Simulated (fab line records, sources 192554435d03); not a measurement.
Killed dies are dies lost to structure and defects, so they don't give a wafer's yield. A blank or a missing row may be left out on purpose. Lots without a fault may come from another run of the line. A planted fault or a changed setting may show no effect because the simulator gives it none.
Chamber matching | flow n5_finfet | N5_BEOL_M7_STRIP_19 on rie_diel-01: 4 sister chambers
The step strips in O2. 4 wafers are shown with their chamber, then 8 later ones without.

WAFERS WITH THEIR CHAMBER
wafer  | chamber | throttle_valve_pct (%)
L085.2 | 3       | 16.70
L089.2 | 0       | 16.24
L089.6 | 1       | 16.77
L092.1 | 2       | 16.88

WAFERS WITHOUT THEIR CHAMBER
wafer  | throttle_valve_pct (%)
L092.3 | 16.23
L092.4 | 16.74
L094.2 | 16.22
L094.3 | 16.78
L094.5 | 16.80
L096.4 | 16.89
L096.5 | 16.74
L096.6 | 16.24

WHICH CHAMBER EACH WENT THROUGH
wafer  | from the rows above     | in truth
L092.3 | 0                       | 0
L092.4 | can't be placed: 1 or 3 | 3
L094.2 | 0                       | 0
L094.3 | 1                       | 1
L094.5 | 1                       | 1
L096.4 | 2                       | 2
L096.5 | can't be placed: 1 or 3 | 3
L096.6 | 0                       | 0
Placed correctly: 6 of 8. Can't be placed from these rows: 2 (the true chamber is among the candidates in 2). Placed wrongly: 0.
How it was worked out, from the rows above alone: a wafer's distance from a chamber is the root of the sum, over the readings, of the square of ((its reading less the chamber's mean) divided by the reading's scatter). The wafer belongs to the nearest chamber; if the next one is less than 2 further off, it can't be placed. A chamber's mean is the mean of its shown wafers. The scatter: with one shown wafer a chamber, the root of the mean of the squares of how far each hidden wafer lies from its nearest shown one.
